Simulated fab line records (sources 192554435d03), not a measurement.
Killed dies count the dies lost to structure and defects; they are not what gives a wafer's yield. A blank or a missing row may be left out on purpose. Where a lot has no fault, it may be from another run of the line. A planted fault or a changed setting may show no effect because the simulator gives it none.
A struck lot beside a sound one | flow n5Finfet | 35 out of 1938 route steps
Sound: wafers L351.2, L351.4, L351.5. Wafers struck: L362.2, L362.6. The cause is given at the end.
Order at every step that has rows: each side's tool, ch and its chambers, its first start. Under that, the readings that differ: sound wafers | struck wafers | difference of the means | sigmas: that difference in standard deviations of wafers without a fault.
alike: readings whose means differ by less than 2 such deviations, and words and numbers that are the same on both sides. not compared: withheld readings, readings that some wafer has no value for, bounds like >300 that may hide the same value, and numbers for which the record gives no deviation and whose values overlap.
Wherever a step has rows on one side only, a row that says differs or no value, or a row with sigmas, the two part there. When numbers do not overlap yet have no deviation, they are printed without sigmas and do not part them. Lack of a reading on every wafer of one side parts them only where that side has two or more wafers.

first, 9 steps without rows for these wafers: N5_BEOL_M4_ILD_DEP_00 (deposits SiOC from DEMS/O2, target thk 79 nm, time 15.3 s); N5_BEOL_M4_PECVD_72 (deposits SiO2 from TEOS/O2, target thk 16 nm, time 18 s); N5_BEOL_M4_HM_DEP_02 (deposits TiN, target thk 20 nm); N5_BEOL_M4_COAT_61 (time 60 s, resist thk 60 nm); N5_BEOL_M4_COAT_62 (time 60 s, resist thk 12 nm); N5_BEOL_M4_COAT_73 (time 60 s, resist thk 5 nm); N5_BEOL_M4_COAT_05 (resist thk 30 nm); N5_BEOL_M4_EBR_07; N5_BEOL_M4_SOFTBAKE_06 (time 60 s).
N5_BEOL_M4_EXPOSE_08: exposes mask M4.
  sound on euvScanner-01 ch 0, day 8 13:05; struck on euvScanner-01 ch 0, day 11 23:13
reading                       | sound          | struck    | difference | sigmas
model.BEOL_M4.overlayXNm (nm) | -0.4 -0.4 -0.4 | 14.6 14.6 | +15.0      | 
  alike: mask, focusOffsetNm
then, 2 steps without rows for these wafers: N5_BEOL_M4_PEB_09 (peb time 60 s); N5_BEOL_M4_DEVELOP_10 (develop time 30 s).
N5_BEOL_M4_OVL_MEAS_12:
  sound on overlay-02 ch 0, day 8 13:15; struck on overlay-01 ch 0, day 11 23:23
reading     | sound         | struck    | difference | sigmas
M4_OVL (nm) | 0.8 -0.6 -0.3 | 14.2 14.5 | +14.4      | +24
then, 20 steps without rows for these wafers: N5_BEOL_M4_DESCUM_16 (chemistry O2, time 7 s); N5_BEOL_M4_ETCH_74 (etches underlayer in N2/H2, target depth 6.5 nm, time 5.2 s); N5_BEOL_M4_ETCH_63 (etches SiARC in CF4, target depth 15.6 nm, time 26 s); N5_BEOL_M4_ETCH_64 (etches SOC in N2/H2, target depth 75 nm, overetch 22.5 nm, time 121.9 s); N5_BEOL_M4_STRIP_65 (strips in N2/H2); N5_BEOL_M4_STRIP_75 (strips in N2/H2); N5_BEOL_M4_STRIP_66 (strips in CF4); N5_BEOL_M4_HM_OPEN_17 (chemistry Cl2/BCl3, target TiN, target depth 20 nm, overetch 6 nm); N5_BEOL_M4_STRIP_19 (strips in O2); N5_BEOL_M4_COAT_67 (time 60 s, resist thk 60 nm); N5_BEOL_M4_COAT_68 (time 60 s, resist thk 12 nm); N5_BEOL_M4_COAT_76 (time 60 s, resist thk 5 nm); N5_BEOL_M4_COAT_22 (resist thk 30 nm); N5_BEOL_M4_EBR_24; N5_BEOL_M4_SOFTBAKE_23 (time 60 s); N5_BEOL_M4_EXPOSE_25 (exposes mask V3, defocus 5 nm); N5_BEOL_M4_PEB_26 (peb time 60 s); N5_BEOL_M4_DEVELOP_27 (develop time 30 s); N5_BEOL_M4_DESCUM_33 (chemistry O2, time 7 s); N5_BEOL_M4_ETCH_77 (etches underlayer in N2/H2, target depth 6.5 nm, time 5.2 s).
N5_BEOL_M4_RC_MEAS_101:
  sound on prober-02 ch 0, day 8 23:05; struck on prober-02 ch 0, day 12 10:49
  alike: DIBL_N, DIBL_P, IOFF_N, IOFF_P, ION_N, ION_P, SS_N, SS_P, VT_N, VT_P
-- record jumps: 4 days separate the struck wafers' starts on either side; left off in module BEOL_M4, taken up again in module PASSIVATION, whose first shown step is the route's number 1936 --
N5_PASSIVATION_PROBE_49:
  only the struck wafers here have rows in the record (prober-01, day 16 22:21); the sound ones have none

## WHERE THEY PART
At N5_BEOL_M4_OVL_MEAS_12 first; at N5_PASSIVATION_PROBE_49 last (within this record only).

WHY: whatever the simulator had introduced
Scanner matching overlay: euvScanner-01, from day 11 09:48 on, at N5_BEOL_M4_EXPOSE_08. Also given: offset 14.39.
